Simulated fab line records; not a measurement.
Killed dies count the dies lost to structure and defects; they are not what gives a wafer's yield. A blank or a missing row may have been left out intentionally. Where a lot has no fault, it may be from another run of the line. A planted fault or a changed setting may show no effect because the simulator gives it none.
fab line records | flow nand-harc
[record] lots = 6 wafers = 18 last-day = 24
route steps=1159 shown P_BONDPAD@360 END@1159
lots with no fault: from the same line, run without faults
start-h: the number of hours between the record's first day and the start of the first shown wafer of the lot | wait-h: hours elapsed since this lot's preceding step | " same as the row above | L1.1+2: a single row standing in for several wafers | - no value present, or no start provided | * or withheld: withheld | < > ~ a bound
route shown NAME@n: names a module that has steps shown in the file, with the first one's number in the route | usual: mean/standard deviation of fault-free wafers | same: alike in all rows | chamber/n: place in a boat | sites: the reading at each site | _std_site: standard deviation of those values | _edge_site: inner sites' mean taken away from outer sites' mean | radius-mm: how far each site lies from the wafer's centre | mask NAME#n: copy n | behind: the tool/chamber that last shaped the wafer | hold: the reason the lot was held/the length of the hold in hours/how it ended | device: names the non-switching transistor (n, p or np) | end of line: tests of these same wafers at the route's end | for a step that has no rows: nothing shown but its recipe | killed: at the first sort, the dies lost to defects and structure; wafer yield is something else | map: shows each die of a wafer: x if killed, . if not, _ if none is there
set.NAME: the setting as run; set.NAME@STEP: as run at that earlier step | model.NAME: the simulator's own value behind a step, which no gauge read
lots at selected steps of the route; one table per step, one row per wafer
services: a tool's chamber out of use, with start hour (start-h, from the record's first day; less than 0 if before it), hours out, and reason
[[steps]]
[step NHARC_P_BONDPAD_EBR_05]
[step NHARC_P_BONDPAD_EXPOSE_06]
[recipe] na = 0.55 dose-mj = 37.06 mask-id = P_BPAD
[step NHARC_P_BONDPAD_PEB_07]
[recipe] peb-temp-c = 128 peb-time-s = 80
[step NHARC_P_BONDPAD_DEVELOP_08]
[recipe] time-s = 50 dev-temp-c = 22
[step NHARC_P_BONDPAD_CD_MEAS_09]
[recipe] target-cd-nm = 500 landing-energy-ev = 500
[usual] cd-nm = 499.8/1.5
// columns lot.wafer tool chamber start-h wait-h cd-nm
L111.1 cd-sem-03 0 139.79 - 497.4
L111.3 " 0 " " 498.0
L111.4 " 0 " " 498.8
L127.1 cd-sem-03 0 234.68 - 500.7
L127.3 " 0 " " 500.3
L127.4 " 0 " " 500.1
L130.1 cd-sem-03 0 241.16 - 499.1
L130.4 " 0 " " 500.3
L130.5 " 0 " " 501.9
L128.3 cd-sem-02 0 242.09 - 498.7
L128.5 " 0 " " 499.6
L128.6 " 0 " " 500.5
L133.3 cd-sem-01 0 260.22 - 498.8
L133.5 " 0 " " 499.0
L133.6 " 0 " " 498.8
L132.1 cd-sem-03 0 265.11 - 499.1
L132.4 " 0 " " 497.7
L132.5 " 0 " " 497.3
[step NHARC_P_BONDPAD_OVL_MEAS_38]
[usual] overlay-x-nm = -2/6.7 overlay-y-nm = 3/5.4
// columns lot.wafer tool chamber start-h wait-h overlay-x-nm overlay-y-nm
L111.1 overlay-01 - 139.88 - -9 0
L111.3 " - " " -8 0
L111.4 " - " " -8 -1
L127.1 overlay-01 - 234.77 - -5 -1
L127.3 " - " " -5 -1
L127.4 " - " " -5 0
L130.1 overlay-02 - 241.25 - 6 5
L130.4 " - " " 7 6
L130.5 " - " " 7 6
L128.3 overlay-01 - 242.17 - -9 0
L128.5 " - " " -9 1
L128.6 " - " " -8 1
L133.3 overlay-02 - 260.31 - -11 4
L133.5 " - " " -11 4
L133.6 " - " " -11 4
L132.1 overlay-01 - 265.20 - -5 8
L132.4 " - " " -4 7
L132.5 " - " " -5 8
[step NHARC_P_BONDPAD_HARDBAKE_10]
[recipe] temp-c = 118 time-s = 65
[step NHARC_P_BONDPAD_DESCUM_11]
[recipe] time-s = 3 o2-flow-sccm = 200 ar-flow-sccm = 0 bias-power-w = 0 chemistry = O2
[usual] drypump-motor-current-A = 6.0/0.58 oes-product-au = 0.997/0.0064 rf-vpp-V = 58.1/0.93 showerhead-plenum-p-Torr = 1.99/0.059 throttle-valve-pct = 11.311/0.0087
// columns lot.wafer tool chamber start-h wait-h drypump-motor-current-A oes-product-au rf-hours-counter-h rf-vpp-V showerhead-plenum-p-Torr throttle-valve-pct
L111.1 rie-diel-05 2 140.02 - 6.1 1.005 57 57.5 2.03 11.307
L111.3 " 3 " " 6.6 1.000 57 56.0 1.92 11.310
L111.4 " 0 " " 5.8 0.989 54 58.0 1.97 11.296
L127.3 rie-diel-12 1 234.90 - 5.9 0.999 8 56.9 2.05 11.315
L127.4 " 2 " " 5.8 1.003 10 59.5 1.94 11.325
L127.1 " 3 " " 5.5 0.988 9 57.6 2.00 11.308
L130.1 rie-diel-01 0 241.37 - 6.5 0.994 9 58.1 1.97 11.318
L130.4 " 1 " " 5.8 1.002 9 57.7 2.01 11.321
L130.5 " 1 " " 5.8 0.996 - 60.8 2.01 11.309
L128.3 rie-diel-01 2 242.30 - 4.9 0.996 8 57.2 2.03 11.321
L128.6 " 1 " " 5.8 0.999 - 59.4 2.01 11.316
L128.5 " 2 " " 4.9 1.007 - 57.5 2.03 11.313
L133.3 rie-diel-01 3 260.43 - 6.7 1.000 10 58.8 1.95 11.322
L133.5 " 3 " " 6.7 0.987 - 57.3 1.95 11.309
L133.6 " 0 " " 6.5 0.999 - 58.8 1.97 11.306
L132.1 rie-diel-01 1 265.33 - 5.9 0.998 11 57.4 2.01 11.299
L132.4 " 3 " " 6.6 0.994 11 58.0 1.95 11.305
L132.5 " 1 " " 5.9 1.004 - 58.6 2.01 11.333
[step NHARC_P_BONDPAD_ETCH_37]
[recipe] target-depth-a = 600 overetch-a = 180 time-s = 65.91 ion-energy-ev = 200 n2-flow-sccm = 150 h2-flow-sccm = 150 ar-flow-sccm = 0 rf-w = 400 bias-w = 150 chemistry = N2/H2
[usual] bias-w = 150.0/0.39 chamber-pressure-mTorr = 30.000/0.026 drypump-motor-current-A = 5.9/0.55 oes-product-au = 0.999/0.0076 rf-vpp-V = 432.7/2 showerhead-plenum-p-Torr = 2.12/0.064 throttle-valve-pct = 14.172/0.0099
// columns lot.wafer tool chamber start-h wait-h bias-w chamber-pressure-mTorr drypump-motor-current-A oes-product-au rf-hours-counter-h rf-vpp-V showerhead-plenum-p-Torr throttle-valve-pct
L111.4 rie-diel-05 0 140.23 0.2 150.3 29.975 5.8 0.993 55 431.6 2.10 14.170
L111.1 " 1 " " 151.1 29.961 5.9 0.997 55 431.6 2.06 14.173
L111.3 " 2 " " 149.6 29.991 6.1 0.989 57 433.6 2.17 14.162
L127.1 rie-diel-12 1 234.98 0.1 149.0 30.008 5.9 0.990 8 434.3 2.19 14.154
L127.3 " 2 " " 149.5 29.998 5.8 0.994 10 432.1 2.07 14.162
L127.4 " 3 " " 149.4 29.999 5.5 0.996 9 432.9 2.14 14.182
L130.1 rie-diel-01 0 241.46 0.1 150.0 30.017 6.5 0.992 9 432.8 2.10 14.157
L130.4 " 1 " " 149.7 29.984 5.9 1.000 9 432.1 2.15 14.181
L130.5 " 0 " " 150.5 30.015 6.5 0.994 - 433.0 2.10 14.177
L128.3 rie-diel-01 0 242.38 0.1 149.7 29.950 6.5 1.000 9 432.5 2.10 14.164
L128.6 " 0 " " 149.8 30.011 6.5 0.999 - 432.0 2.10 14.191
L128.5 " 1 " " 150.2 29.982 5.8 1.004 - 432.9 2.15 14.192
L133.3 rie-diel-01 2 260.68 0.2 149.8 29.953 4.9 1.007 9 434.9 2.16 14.180
L133.5 " 3 " " 150.2 29.977 6.6 1.000 - 431.3 2.08 14.174
L133.6 " 0 " " 149.1 30.009 6.5 1.010 - 433.1 2.10 14.178
L132.1 rie-diel-01 2 265.41 0.1 149.9 29.999 4.9 1.007 9 433.8 2.17 14.176
L132.4 " 0 " " 149.9 29.997 6.5 0.993 10 432.1 2.10 14.181
L132.5 " 3 " " 149.8 29.980 6.6 0.990 - 431.6 2.08 14.185
[step NHARC_P_BONDPAD_ETCH_12]
[recipe] target-depth-a = 2000 time-s = 100 chf3-flow-sccm = 50 o2-flow-sccm = 10 ar-flow-sccm = 200 rf-w = 500 bias-w = 200 chemistry = CHF3/O2
[usual] bias-w = 200.0/0.63 chamber-pressure-mTorr = 24.999/0.023 drypump-motor-current-A = 5.9/0.55 oes-product-au = 0.942/0.021 rf-vpp-V = 372.5/1.7 showerhead-plenum-p-Torr = 2.49/0.07 throttle-valve-pct = 20.572/0.0091
// columns lot.wafer tool chamber start-h wait-h bias-w chamber-pressure-mTorr drypump-motor-current-A oes-product-au rf-hours-counter-h rf-vpp-V showerhead-plenum-p-Torr throttle-valve-pct
L111.3 rie-diel-05 1 - - 200.3 25.000 5.9 0.922 55 368.5 2.42 20.558
L111.1 " 3 " " 201.1 24.984 6.6 0.920 57 370.8 2.41 20.568
L111.4 " 0 " " 199.1 25.054 5.8 0.928 55 372.1 2.46 20.583
L127.1 rie-diel-12 3 - - 199.4 25.026 5.5 0.973 9 371.6 2.51 20.574
L127.3 " 0 " " 200.5 24.984 5.7 0.956 8 374.9 2.59 20.564
L127.4 " 2 " " 201.3 24.987 5.8 0.970 10 371.9 2.43 20.577
L130.4 rie-diel-01 2 - - 199.6 24.968 4.9 0.934 7 373.9 2.54 20.572
L130.1 " 1 " " 199.3 24.998 5.9 0.923 9 372.6 2.52 20.570
L130.5 " 2 " " 200.1 24.998 4.9 0.928 - 373.7 2.54 20.572
L128.3 rie-diel-01 1 - - 199.9 25.022 5.9 0.970 9 372.9 2.52 20.568
L128.6 " 1 " " 200.1 25.009 5.8 0.967 - 373.3 2.52 20.557
L128.5 " 2 " " 200.0 24.996 4.9 0.966 - 372.5 2.54 20.578
L133.3 rie-diel-01 3 - - 199.2 24.969 6.6 0.915 10 372.1 2.45 20.576
L133.6 " 0 " " 199.7 24.997 6.5 0.921 - 371.9 2.47 20.565
L133.5 " 1 " " 200.2 24.999 5.9 0.919 - 374.5 2.52 20.566
L132.4 rie-diel-01 3 - - 199.4 24.996 6.6 0.924 11 372.9 2.45 20.564
L132.1 " 1 " " 200.5 25.003 5.8 0.932 11 374.1 2.52 20.577
L132.5 " 3 " " 200.7 24.950 6.6 0.927 - 371.4 2.45 20.562
[step NHARC_P_BONDPAD_CD_MEAS_13]
[usual] cd-nm = 499.4/1.5
// columns lot.wafer tool chamber start-h wait-h cd-nm
L111.1 cd-sem-01 - 140.51 - 496.5
L111.3 " - " " 496.7
L111.4 " - " " 497.9
L127.1 cd-sem-03 - 235.21 - 500.5
L127.3 " - " " 500.3
L127.4 " - " " 499.6
L130.1 cd-sem-01 - 241.69 - 498.4
L130.4 " - " " 499.3
L130.5 " - " " 501.5
L128.3 cd-sem-03 - 242.62 - 498.2
L128.5 " - " " 498.7
L128.6 " - " " 501.1
L133.3 cd-sem-03 - 260.90 - 498.4
L133.5 " - " " 499.0
L133.6 " - " " 498.5
L132.1 cd-sem-02 - 265.64 - 499.4
L132.4 " - " " 496.7
L132.5 " - " " 498.1
[step NHARC_P_BONDPAD_STRIP_15]
[recipe] o2-flow-sccm = 500 ar-flow-sccm = 0 bias-w = 0 chemistry = O2
[usual] drypump-motor-current-A = 6.0/0.48 oes-product-au = 0.998/0.006 rf-vpp-V = 58.0/0.85 showerhead-plenum-p-Torr = 3.64/0.098 throttle-valve-pct = 17.037/0.0089
// columns lot.wafer tool chamber start-h wait-h drypump-motor-current-A oes-product-au rf-hours-counter-h rf-vpp-V showerhead-plenum-p-Torr throttle-valve-pct
L111.4 rie-diel-05 0 140.60 0.1 5.8 0.996 55 57.7 3.62 17.032
L111.1 " 1 " " 5.9 0.995 55 56.6 3.56 17.030
L111.3 " 3 " " 6.7 0.998 57 56.9 3.54 17.042
L127.1 rie-diel-12 2 235.30 0.1 5.8 0.987 10 58.1 3.57 17.024
L127.3 " 3 " " 5.5 1.007 10 58.2 3.68 17.018
L127.4 " 1 " " 5.9 0.998 8 58.0 3.77 17.047
L130.1 rie-diel-01 1 241.78 0.1 5.9 0.997 9 57.7 3.69 17.027
L130.4 " 3 " " 6.7 0.999 9 58.6 3.60 17.041
L130.5 " 0 " " 6.5 0.999 - 57.6 3.63 17.039
L128.3 rie-diel-12 2 242.69 0.1 5.8 0.991 11 58.3 3.57 17.037
L128.5 " 2 " " 5.8 0.995 - 57.7 3.57 17.021
L128.6 " 3 " " 5.5 0.994 - 58.5 3.68 17.033
L133.3 rie-diel-05 1 261.03 0.1 6.0 1.008 33 60.2 3.53 17.029
L133.6 " 2 " " 6.2 1.001 - 59.8 3.71 17.021
L133.5 " 3 " " 6.7 1.008 - 56.2 3.52 17.031
L132.1 rie-diel-12 1 265.71 0.1 5.9 1.000 19 59.1 3.77 17.034
L132.4 " 0 " " 5.8 0.997 19 58.1 3.80 17.034
L132.5 " 2 " " 5.8 0.997 - 58.9 3.57 17.038
[step NHARC_P_BONDPAD_ETCH_24]
[recipe] target-depth-a = 300 over-etch-frac = 0.3 time-s = 72.99 ion-energy-ev = 150 cf4-flow-sccm = 50 n2-flow-sccm = 100 ar-flow-sccm = 150 rf-w = 300 bias-w = 100 chemistry = CF4/N2
[usual] bias-w = 100.0/0.31 cf4-flow-sccm = 50.04/0.16 drypump-motor-current-A = 6.0/0.49 oes-product-au = 0.997/0.0073 rf-vpp-V = 315.6/1.5 showerhead-plenum-p-Torr = 2.72/0.072 throttle-valve-pct = 19.795/0.0092
// columns lot.wafer tool chamber start-h wait-h bias-w cf4-flow-sccm drypump-motor-current-A oes-product-au rf-hours-counter-h rf-vpp-V showerhead-plenum-p-Torr throttle-valve-pct
L111.3 rie-diel-05 2 140.75 - 99.8 50.10 6.2 0.997 57 317.3 2.78 19.804
L111.1 " 0 " " 99.7 49.78 5.8 0.980 55 314.9 2.69 19.803
L111.4 " 1 " " 99.6 49.95 5.9 1.009 55 314.4 2.65 19.813
L127.3 rie-diel-12 0 235.45 - - - - - - - - -
L127.4 " 1 " " - - - - - - - -
L127.1 " 2 " " - - - - - - - -
L130.1 rie-diel-01 0 241.92 - 100.1 50.17 6.5 0.996 9 316.8 2.70 19.798
L130.4 " 2 " " 100.2 50.13 4.9 0.997 8 317.1 2.78 19.796
L130.5 " 3 " " 99.9 50.23 6.7 0.999 - 316.0 2.68 19.792
L128.3 rie-diel-12 1 242.85 - - - - - - - - -
L128.5 " 0 " " - - - - - - - -
L128.6 " 1 " " - - - - - - - -
L133.3 rie-diel-05 0 261.17 - 100.1 50.08 5.8 0.999 33 314.5 2.67 19.800
L133.6 " 1 " " 100.2 50.20 5.9 1.007 - 313.0 2.63 19.804
L133.5 " 2 " " 100.1 50.38 6.2 1.004 - 317.1 2.76 19.795
L132.1 rie-diel-12 2 265.87 - 100.2 50.13 5.8 1.006 19 315.0 2.66 19.801
L132.4 " 3 " " 99.6 49.92 5.5 0.995 20 317.3 2.74 19.790
L132.5 " 0 " " 100.6 50.09 5.7 0.993 - 316.6 2.83 19.798
[step NHARC_P_BONDPAD_STRIP_16]
[recipe] time-s = 600 temp-c = 30 chemistry = post-etch-residue-remover
[step NHARC_END_SORT_01]
[recipe] temp-c = 25
[usual] defect-limited-yield = 95.0/1.7 killed-at-array = 29/12 killed-at-other = 0.7/1 killed-at-periphery = 4/3.2 killed-dies = 34/12 killed-open = 3.4/2 killed-short = 1.8/1.3 sort_bin_2_pct = 1.6/0.7 sort_bin_3_pct = 0.26/0.23 sort_bin_4_pct = 3.1/1.1 sort-n-pass = 643/12 sort-rim-yield-pct = 96.4/2.6 sort-yield-pct = 95.0/1.7
[same] gross-dies = 677 sort_bin_5_pct[%] = 0 sort_bin_6_pct[%] = 0 sort_bin_7_pct[%] = 0 sort_bin_8_pct[%] = 0 sort-rim-n-gross = 106.00
// columns lot.wafer tool chamber start-h wait-h defect-limited-yield[%] killed-at-array killed-at-other killed-at-periphery killed-dies killed-open killed-short sort_bin_2_pct[%] sort_bin_3_pct[%] sort_bin_4_pct[%] sort-n-pass sort-rim-yield-pct[%] sort-yield-pct[%]
L111.1 prober-02 0 460.91 2.5 93.9 33 0 8 41 8 2 1.5 0.15 4.4 636 99.1 93.9
L111.3 prober-02 0 462.51 3.1 95.4 26 0 5 31 3 2 1.2 0.15 3.2 646 97.2 95.4
L111.4 prober-02 0 463.31 3.4 94.2 31 0 8 39 6 0 1.9 0 3.8 638 94.3 94.2
L127.1 prober-01 0 544.53 2.5 0 38 1 638 677 7 2 95.6 0.30 4.1 0 0 0
L127.3 prober-01 0 546.12 3.1 0 40 0 637 677 2 1 94.8 0.44 4.7 0 0 0
L127.4 prober-01 0 546.92 3.4 0 38 0 639 677 3 2 94.8 0.15 5.0 0 0 0
L130.1 prober-02 0 566.08 2.4 92.5 46 0 5 51 5 2 2.2 0.30 5.0 626 94.3 92.5
L130.4 prober-02 0 568.51 3.4 90.5 62 1 1 64 4 1 3.0 0.30 6.2 613 96.2 90.5
L130.5 prober-02 0 569.31 3.7 93.2 45 1 0 46 6 1 2.1 0.30 4.4 631 97.2 93.2
L128.3 prober-01 0 567.78 3.1 0 16 2 659 677 2 1 98.1 0.30 1.6 0 0 0
L128.5 prober-01 0 569.40 3.8 0 16 5 656 677 4 2 97.3 0 2.7 0 0 0
L128.6 prober-01 0 570.22 4.1 0 18 5 654 677 5 1 96.6 0.15 3.2 0 0 0
L132.1 prober-01 0 575.09 2.5 94.4 36 1 1 38 2 2 2.2 0.15 3.2 639 98.1 94.4
L132.4 prober-01 0 577.45 3.4 92.6 46 1 3 50 4 3 2.7 0.59 4.1 627 96.2 92.6
L132.5 prober-01 0 578.24 3.7 92.9 46 0 2 48 2 4 1.6 0.59 4.9 629 98.1 92.9
L133.3 prober-02 0 583.34 3.1 93.4 43 0 2 45 5 0 1.9 0.15 4.6 632 97.2 93.4
L133.5 prober-02 0 584.94 3.7 92.9 46 0 2 48 1 2 2.5 0.30 4.3 629 99.1 92.9
L133.6 prober-02 0 585.74 4.0 92.8 48 0 1 49 3 4 2.5 0.44 4.3 628 94.3 92.8
// killed by level:class
L111.1 A_CHANNEL_HOLE_D1:chamber-film-flake=14 A_SLIT:chamber-film-flake=8 P_ZERO_WELL:chamber-film-flake=3 A_CONTACT:chamber-film-flake=3 P_M0:geometric-particle:open=2 A_WL_FILL:geometric-particle:open=2 A_CHANNEL_FILL_D1:chamber-film-flake=2 P_M1:geometric-particle:open=1
L111.3 A_CHANNEL_HOLE_D1:chamber-film-flake=11 A_SLIT:chamber-film-flake=9 P_M1:geometric-particle:short=2 P_M0:geometric-particle:open=1 A_CHANNEL_FILL_D1:geometric-particle:open=1 A_CONTACT:geometric-particle:open=1 P_M0:chamber-film-flake=1 P_BONDPAD:chamber-film-flake=1
L111.4 A_SLIT:chamber-film-flake=14 A_CHANNEL_HOLE_D1:chamber-film-flake=12 P_GATE:geometric-particle:open=2 P_GATE:chamber-film-flake=2 A_CONTACT:chamber-film-flake=2 P_CONTACT:geometric-particle:open=1 P_M0:geometric-particle:open=1 A_CONTACT:geometric-particle:open=1
L127.1 P_BONDPAD:area-etch=630 A_SLIT:chamber-film-flake=15 A_CHANNEL_HOLE_D1:chamber-film-flake=12 P_GATE:chamber-film-flake=3 A_CONTACT:geometric-particle:open=2 A_M0:geometric-particle:open=2 P_M1:chamber-film-flake=2 A_STAIRCASE:chamber-film-flake=2
L127.3 P_BONDPAD:area-etch=632 A_SLIT:chamber-film-flake=17 A_CHANNEL_HOLE_D1:chamber-film-flake=12 A_CONTACT:chamber-film-flake=6 P_M1:chamber-film-flake=4 A_STAIRCASE:chamber-film-flake=2 A_WL_FILL:geometric-particle:short=1 A_WL_FILL:geometric-particle:open=1
L127.4 P_BONDPAD:area-etch=634 A_SLIT:chamber-film-flake=15 A_CHANNEL_HOLE_D1:chamber-film-flake=12 P_CONTACT:chamber-film-flake=3 A_STAIRCASE:chamber-film-flake=3 A_CONTACT:chamber-film-flake=3 P_GATE:geometric-particle:open=1 A_CHANNEL_FILL_D1:geometric-particle:open=1
L130.1 A_SLIT:chamber-film-flake=18 A_CHANNEL_HOLE_D1:chamber-film-flake=17 A_CONTACT:chamber-film-flake=7 A_SOURCE_PLATE:geometric-particle:short=2 P_GATE:geometric-particle:open=1 P_CONTACT:geometric-particle:open=1 P_M1:geometric-particle:open=1 P_M2:geometric-particle:open=1
L128.3 P_BONDPAD:area-etch=658 A_CHANNEL_HOLE_D1:chamber-film-flake=7 A_WL_FILL:chamber-film-flake=3 A_STAIRCASE:chamber-film-flake=2 THIN_TSV:chamber-film-flake=2 A_WL_FILL:geometric-particle:short=1 A_WL_FILL:geometric-particle:open=1 A_BLC:geometric-particle:open=1
L130.4 A_CHANNEL_HOLE_D1:chamber-film-flake=26 A_SLIT:chamber-film-flake=21 A_CONTACT:chamber-film-flake=8 A_CHANNEL_FILL_D1:chamber-film-flake=3 A_CHANNEL_FILL_D1:geometric-particle:open=1 A_CHANNEL_FILL_D1:geometric-particle:short=1 A_WL_FILL:geometric-particle:open=1 A_M0:geometric-particle:open=1
L130.5 A_CHANNEL_HOLE_D1:chamber-film-flake=16 A_SLIT:chamber-film-flake=15 A_CONTACT:chamber-film-flake=5 A_ONON_D1:geometric-particle:open=2 A_SOURCE_PLATE:geometric-particle:open=1 A_CHANNEL_HOLE_D1:geometric-particle:short=1 A_CONTACT:geometric-particle:open=1 A_BLC:geometric-particle:open=1
L128.5 P_BONDPAD:area-etch=653 A_CHANNEL_HOLE_D1:chamber-film-flake=6 THIN_TSV:chamber-film-flake=5 A_CONTACT:chamber-film-flake=3 P_CONTACT:geometric-particle:open=2 A_WL_FILL:geometric-particle:open=2 A_STAIRCASE:chamber-film-flake=2 A_CHANNEL_FILL_D1:geometric-particle:short=1
L128.6 P_BONDPAD:area-etch=649 A_CHANNEL_HOLE_D1:chamber-film-flake=11 THIN_TSV:chamber-film-flake=5 A_STAIRCASE:chamber-film-flake=3 P_GATE:chamber-film-flake=2 P_CONTACT:geometric-particle:short=1 P_CONTACT:geometric-particle:open=1 P_M1:geometric-particle:open=1
L132.1 A_SLIT:chamber-film-flake=16 A_CHANNEL_HOLE_D1:chamber-film-flake=6 A_CONTACT:chamber-film-flake=6 A_CHANNEL_FILL_D1:geometric-particle:short=2 A_M1:chamber-film-flake=2 A_ONON_D1:geometric-particle:open=1 A_CHANNEL_FILL_D1:geometric-particle:open=1 P_M0:chamber-film-flake=1
L132.4 A_SLIT:chamber-film-flake=16 A_CHANNEL_HOLE_D1:chamber-film-flake=13 A_CONTACT:chamber-film-flake=6 A_ZERO_WELL:chamber-film-flake=2 A_M1:chamber-film-flake=2 P_M0:geometric-particle:open=1 P_M1:geometric-particle:open=1 A_CHANNEL_HOLE_D1:geometric-particle:open=1
L132.5 A_SLIT:chamber-film-flake=22 A_CHANNEL_HOLE_D1:chamber-film-flake=9 A_CONTACT:chamber-film-flake=8 P_CONTACT:geometric-particle:short=1 A_CHANNEL_FILL_D1:geometric-particle:short=1 A_WL_FILL:geometric-particle:short=1 A_BLC:geometric-particle:open=1 A_M0:geometric-particle:short=1
L133.3 A_SLIT:chamber-film-flake=18 A_CHANNEL_HOLE_D1:chamber-film-flake=12 A_CONTACT:geometric-particle:open=3 A_STAIRCASE:chamber-film-flake=3 A_CONTACT:chamber-film-flake=3 A_SOURCE_PLATE:geometric-particle:open=1 A_WL_FILL:geometric-particle:open=1 P_ZERO_WELL:chamber-film-flake=1
L133.5 A_SLIT:chamber-film-flake=20 A_STAIRCASE:chamber-film-flake=9 A_CHANNEL_HOLE_D1:chamber-film-flake=8 A_WL_FILL:chamber-film-flake=2 A_CONTACT:chamber-film-flake=2 A_M1:chamber-film-flake=2 P_GATE:geometric-particle:open=1 A_ONON_D1:geometric-particle:short=1
L133.6 A_SLIT:chamber-film-flake=24 A_STAIRCASE:chamber-film-flake=4 A_WL_FILL:chamber-film-flake=3 A_CONTACT:chamber-film-flake=3 A_M1:chamber-film-flake=3 A_WL_FILL:geometric-particle:short=2 A_CHANNEL_HOLE_D1:chamber-film-flake=2 A_ONON_D1:geometric-particle:open=1
// map L127.1 (x killed, . not)
____________x____________
_________xxxxxxx_________
_______xxxxxxxxxxx_______
______xxxxxxxxxxxxx______
_____xxxxxxxxxxxxxxx_____
____xxxxxxxxxxxxxxxxx____
____xxxxxxxxxxxxxxxxx____
___xxxxxxxxxxxxxxxxxxx___
___xxxxxxxxxxxxxxxxxxx___
__xxxxxxxxxxxxxxxxxxxxx__
__xxxxxxxxxxxxxxxxxxxxx__
_xxxxxxxxxxxxxxxxxxxxxxx_
_xxxxxxxxxxxxxxxxxxxxxxx_
_xxxxxxxxxxxxxxxxxxxxxxx_
_xxxxxxxxxxxxxxxxxxxxxxx_
_xxxxxxxxxxxxxxxxxxxxxxx_
xxxxxxxxxxxxxxxxxxxxxxxxx
xxxxxxxxxxxxxxxxxxxxxxxxx
xxxxxxxxxxxxxxxxxxxxxxxxx
xxxxxxxxxxxxxxxxxxxxxxxxx
xxxxxxxxxxxxxxxxxxxxxxxxx
_xxxxxxxxxxxxxxxxxxxxxxx_
_xxxxxxxxxxxxxxxxxxxxxxx_
_xxxxxxxxxxxxxxxxxxxxxxx_
_xxxxxxxxxxxxxxxxxxxxxxx_
_xxxxxxxxxxxxxxxxxxxxxxx_
__xxxxxxxxxxxxxxxxxxxxx__
__xxxxxxxxxxxxxxxxxxxxx__
___xxxxxxxxxxxxxxxxxxx___
___xxxxxxxxxxxxxxxxxxx___
____xxxxxxxxxxxxxxxxx____
____xxxxxxxxxxxxxxxxx____
_____xxxxxxxxxxxxxxx_____
______xxxxxxxxxxxxx______
_______xxxxxxxxxxx_______
_________xxxxxxx_________
____________x____________
// map L128.3 (x killed, . not)
____________x____________
_________xxxxxxx_________
_______xxxxxxxxxxx_______
______xxxxxxxxxxxxx______
_____xxxxxxxxxxxxxxx_____
____xxxxxxxxxxxxxxxxx____
____xxxxxxxxxxxxxxxxx____
___xxxxxxxxxxxxxxxxxxx___
___xxxxxxxxxxxxxxxxxxx___
__xxxxxxxxxxxxxxxxxxxxx__
__xxxxxxxxxxxxxxxxxxxxx__
_xxxxxxxxxxxxxxxxxxxxxxx_
_xxxxxxxxxxxxxxxxxxxxxxx_
_xxxxxxxxxxxxxxxxxxxxxxx_
_xxxxxxxxxxxxxxxxxxxxxxx_
_xxxxxxxxxxxxxxxxxxxxxxx_
xxxxxxxxxxxxxxxxxxxxxxxxx
xxxxxxxxxxxxxxxxxxxxxxxxx
xxxxxxxxxxxxxxxxxxxxxxxxx
xxxxxxxxxxxxxxxxxxxxxxxxx
xxxxxxxxxxxxxxxxxxxxxxxxx
_xxxxxxxxxxxxxxxxxxxxxxx_
_xxxxxxxxxxxxxxxxxxxxxxx_
_xxxxxxxxxxxxxxxxxxxxxxx_
_xxxxxxxxxxxxxxxxxxxxxxx_
_xxxxxxxxxxxxxxxxxxxxxxx_
__xxxxxxxxxxxxxxxxxxxxx__
__xxxxxxxxxxxxxxxxxxxxx__
___xxxxxxxxxxxxxxxxxxx___
___xxxxxxxxxxxxxxxxxxx___
____xxxxxxxxxxxxxxxxx____
____xxxxxxxxxxxxxxxxx____
_____xxxxxxxxxxxxxxx_____
______xxxxxxxxxxxxx______
_______xxxxxxxxxxx_______
_________xxxxxxx_________
____________x____________
[[services]]
// columns tool chamber start-h hours kind
rie-diel-01 0 116.92 - clean
rie-diel-01 1 116.92 - clean
rie-diel-01 2 116.92 - clean
rie-diel-01 3 116.92 - clean
rie-diel-12 2 117.57 4.0 repair
rie-diel-01 - 137.88 9.0 pm
rie-diel-01 0 137.88 9.0 vent-cycle
rie-diel-01 1 137.88 9.0 vent-cycle
rie-diel-01 2 137.88 9.0 vent-cycle
rie-diel-01 3 137.88 9.0 vent-cycle
rie-diel-01 0 146.88 - clean
rie-diel-01 1 146.88 - clean
rie-diel-01 2 146.88 - clean
rie-diel-01 3 146.88 - clean
rie-diel-01 0 151.25 11.0 repair
rie-diel-05 - 163.62 9.0 pm
rie-diel-01 0 171.41 - clean
rie-diel-01 1 171.41 - clean
rie-diel-01 1 174.47 11.1 repair
rie-diel-01 3 179.79 2.4 repair
rie-diel-05 3 180.98 16.1 repair
rie-diel-12 - 202.46 9.0 pm
rie-diel-01 2 203.56 16.8 repair
rie-diel-01 - 253.24 0.6 repair
[[key]]
[first-sign] step = NHARC_P_BONDPAD_ETCH_24 reading = tool-record direction = missing
[effect] step = NHARC_END_SORT_01 reading = killed-at-periphery direction = up sigmas = 99+ usual = 4 struck = 647
[more-kills-born-at] NHARC_P_BONDPAD_ETCH_24@rie-diel-12 = 3856
met-at NHARC_P_BONDPAD_ETCH_24
struck-wafers L127.1,L127.3,L127.4,L128.3,L128.5,L128.6
later-rows-left-out L127.1,L127.3,L127.4,L128.3,L128.5,L128.6
[fault] kind = skipped-step-whole tool = rie-diel-12 chamber = - onset-h = 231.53 steps = NHARC_P_BONDPAD_ETCH_24 scope = struck-lots-only
// later-rows-left-out: the simulator's readings of these wafers behind a module that went badly wrong aren't trusted and aren't shown, but for the sort
